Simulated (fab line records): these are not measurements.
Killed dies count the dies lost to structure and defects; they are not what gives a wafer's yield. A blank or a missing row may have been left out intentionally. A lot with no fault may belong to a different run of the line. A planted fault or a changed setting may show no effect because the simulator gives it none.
Which tool is to blame? ; flow nand_harc ; 12 lots with 36 wafers sampled at 6 steps, on a route of 1159 steps

## WHAT THE GAUGES SHOWED, per wafer
NHARC_A_BLC_CD_MEAS_10: target cd 100 nm.
lot;measured;on;cd_nm (nm)
L501;day 17 17:32;cd_sem-03;101.3 99.8 99.8
L504;day 17 21:11;cd_sem-02;100.7 100.8 102.3
L508;day 19 11:26;cd_sem-03;99.4 101.1 100.3
L510;day 19 17:17;cd_sem-01;99.9 100.3 100.6
L509;day 19 17:29;cd_sem-02;99.3 99.3 100.0
L507;day 19 17:55;cd_sem-02;99.2 99.9 98.9
L511;day 20 09:20;cd_sem-03;101.2 100.3 99.8
L512;day 20 13:29;cd_sem-03;99.2 100.4 99.8
L520;day 22 02:20;cd_sem-02;95.9 97.0 97.7
L521;day 22 16:17;cd_sem-01;99.4 99.5 99.3
L518;day 22 19:53;cd_sem-03;96.3 96.9 97.9
L522;day 23 11:25;cd_sem-03;97.1 98.1 98.1

NHARC_END_SORT_01.
lot;measured;on;killed_at_array;killed_at_other;killed_at_periphery;killed_dies;killed_open;killed_short
L508;day 24 05:25;prober-01;20 20 21;0 1 0;4 4 5;24 25 26;4 4 3;1 1 1
L510;day 24 19:15;prober-02;51 35 41;1 1 4;5 2 9;57 38 54;6 1 7;6 1 3
L507;day 24 14:51;prober-01;30;0;7;37;4;0
L511;day 25 04:38;prober-02;41 41 47;0 1 3;1 5 4;42 47 54;1 5 5;4 2 2
L512;day 25 11:40;prober-02;21 22;0 2;5 3;26 27;6 5;2 2

## WHAT TOOL EACH LOT RAN ON (gives the tool, then ch and the chambers of the sampled wafers, and finally the start)
lot;NHARC_A_CONTACT_ALD_18;NHARC_A_CONTACT_CMP_20;NHARC_A_BLC_PEB_08;NHARC_A_BLC_ETCH_18
L501;ald_metal-04 ch 0,1,3, day 17 13:35;cmp-02 ch 0,1,2, day 17 16:44;litho_track-06 ch 0, day 17 17:27;rie_diel-04 ch 1,3, no start
L504;ald_metal-04 ch 0,2, day 17 19:11;cmp-02 ch 0,1,3, day 17 20:16;litho_track-06 ch 0, day 17 21:07;rie_diel-04 ch 1,2,3, no start
L508;ald_metal-03 ch 0,2,3, day 19 05:25;cmp-02 ch 0,1,2, day 19 10:33;litho_track-06 ch 0, day 19 11:20;rie_diel-04 ch 0,1,2, day 24 05:25 or earlier
L510;ald_metal-02 ch 0,1,2, day 19 13:34;cmp-04 ch 1,2,3, day 19 16:24;litho_track-04 ch 0, day 19 17:12;rie_diel-01 ch 0,1, day 24 19:15 or earlier
L509;ald_metal-04 ch 0,1, day 19 14:27;cmp-01 ch 0,1,3, day 19 16:36;litho_track-04 ch 0, day 19 17:25;rie_diel-12 ch 2,3, no start
L507;ald_metal-03 ch 0,1, day 19 16:02;cmp-02 ch 0,1,3, day 19 17:11;litho_track-04 ch 0, day 19 17:50;rie_diel-04 ch 2,3, day 24 14:51 or earlier
L511;ald_metal-02 ch 1,2, day 20 05:38;cmp-04 ch 0,2,3, day 20 08:27;litho_track-06 ch 0, day 20 09:15;rie_diel-01 ch 0,1,3, day 25 04:38 or earlier
L512;ald_metal-03 ch 0,1,3, day 20 11:35;cmp-01 ch 1,2,3, day 20 12:41;litho_track-04 ch 0, day 20 13:24;rie_diel-01 ch 1,2,3, day 25 11:40 or earlier
L520;ald_metal-04 ch 0,1,2, day 22 00:28;cmp-02 ch 0,2, day 22 01:35;litho_track-06 ch 0, day 22 02:16;rie_diel-04 ch 0,3, no start
L521;ald_metal-02 ch 0,2,3, day 22 10:47;cmp-02 ch 0,1,3, day 22 15:22;litho_track-04 ch 0, day 22 16:13;rie_diel-01 ch 0,2,3, no start
L518;ald_metal-04 ch 0,1, day 22 12:17;cmp-04 ch 1,2,3, day 22 19:02;litho_track-06 ch 0, day 22 19:49;rie_diel-04 ch 1,3, no start
L522;ald_metal-02 ch 0,1,3, day 23 03:43;cmp-02 ch 0,1,3, day 23 10:33;litho_track-06 ch 0, day 23 11:20;rie_diel-04 ch 1,2,3, no start
- NHARC_A_CONTACT_ALD_18: deposits TiN, target thk 3 nm, pulse time 1 s, ald cycles 150.
- NHARC_A_CONTACT_CMP_20: polishes, t overpolish 30 s, target thk 300 nm.
- NHARC_A_BLC_PEB_08: peb time 65 s.
- NHARC_A_BLC_ETCH_18: etches the open film in C4F8/O2/Ar, target depth 910 nm.

## AS READ BY THE TOOLS THEMSELVES (means over the sampled wafers that have a number; for cases with no such wafer, the mark the record gives instead)
NHARC_A_CONTACT_ALD_18.
lot;tool;heater_power_w (W);precursor_pulse_height_rel
L501;ald_metal-04;1022;0.988
L504;ald_metal-04;955;0.985
L508;ald_metal-03;1133;1.010
L510;ald_metal-02;1066;1.004
L509;ald_metal-04;1093;1.008
L507;ald_metal-03;1042;0.998
L511;ald_metal-02;1057;1.011
L512;ald_metal-03;1053;1.018
L520;ald_metal-04;999;0.975
L521;ald_metal-02;1116;0.998
L518;ald_metal-04;1032;0.996
L522;ald_metal-02;1106;0.997

NHARC_A_CONTACT_CMP_20.
lot;tool;motor_current_A (A);overpolish_run_s (s);slurry_filter_dp_kPa (kPa);slurry_flow_ml_min;time_to_endpoint_s (s)
L501;cmp-02;11.6;29.998;13.60;150.3;64
L504;cmp-02;11.8;30.008;13.50;150.3;66
L508;cmp-02;11.4;30.008;13.52;149.8;62
L510;cmp-04;12.0;30.003;13.45;150.0;67
L509;cmp-01;11.8;30.001;13.58;149.8;63
L507;cmp-02;11.6;30.009;13.61;150.1;60
L511;cmp-04;11.9;29.994;13.56;149.8;64
L512;cmp-01;12.1;30.006;13.57;149.9;60
L520;cmp-02;10.9;30.016;13.54;150.2;62
L521;cmp-02;11.1;30.005;13.58;150.2;64
L518;cmp-04;12.2;29.998;13.52;150.1;65
L522;cmp-02;11.3;29.998;13.56;150.0;68

NHARC_A_BLC_PEB_08.
lot;tool;heater_power_total_W (W);plate_temp_C (C)
L501;litho_track-06;156.7;100.08
L504;litho_track-06;156.5;100.08
L508;litho_track-06;156.5;100.10
L510;litho_track-04;156.4;99.96
L509;litho_track-04;156.8;100.11
L507;litho_track-04;156.3;100.05
L511;litho_track-06;156.3;100.00
L512;litho_track-04;156.8;99.81
L520;litho_track-06;154.5;99.13
L521;litho_track-04;156.5;99.92
L518;litho_track-06;154.6;99.19
L522;litho_track-06;154.0;99.06

NHARC_A_BLC_ETCH_18.
lot;tool;chamber_pressure_mTorr (mTorr);oes_product_au (a.u.);rf_vpp_V (V)
L501;rie_diel-04;24.978;0.927;979
L504;rie_diel-04;24.994;0.930;981
L508;rie_diel-04;24.996;0.987;978
L510;rie_diel-01;25.015;0.951;973
L509;rie_diel-12;25.001;0.995;983
L507;rie_diel-04;25.010;0.933;982
L511;rie_diel-01;25.004;0.971;975
L512;rie_diel-01;25.015;0.953;977
L520;rie_diel-04;24.993;0.950;975
L521;rie_diel-01;24.999;0.967;979
L518;rie_diel-04;24.992;0.933;976
L522;rie_diel-04;24.996;0.969;980

## THE ANSWER, worked out from the rows above alone
Rule: usual is defined by the lots themselves. The widest of any qualifying gaps counts: lots, ordered by their means at a reading, are off when they make up no more than a third of the lots, leave a main group of 4 or more, and stand apart from it by 3 or more times the standard deviation of that group's means. Not used: any main group whose means are identical at the precision the tables above print for the reading. A lot without any number at a reading at which 4 lots or more have one is off too. Any other lot the step has rows for is counted as sound. First the gauges in route order, then the tools' own readings, where a lot's mean is used as printed above. The first step at which some lot is off is used, and at that step the reading that is off furthest; a lot without a number counts as furthest.
Off, at NHARC_A_BLC_PEB_08 on heater_power_total_W: L520, L518, L522. Mean 156.5 W and standard deviation 0.18 in the main group.
A tool fits if, at that step or a process step before it, it ran every lot that is off, and no sound lot after the first of them. One fits: NHARC_A_BLC_PEB_08 on litho_track-06. A fault onset in the window from L511 (day 20 09:15, its last sound lot) to L520 (day 22 02:16, its first lot off) fits.
The tool's own readings at NHARC_A_BLC_PEB_08 bear it out: on the lots that are off they differ by more than 5 times the standard deviation of the sound lots' means. heater_power_total_W reads 154.4 W there against 156.5 W on the sound lots; plate_temp_C reads 99.13 C there against 100.01 C on the sound lots.

## WHAT THE SIMULATOR HAD INSERTED
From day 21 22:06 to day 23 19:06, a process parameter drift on litho_track-06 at NHARC_A_BLC_PEB_08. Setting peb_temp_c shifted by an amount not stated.
Struck lots among those shown: L520, L518, L522. The rule above reached the same finding.
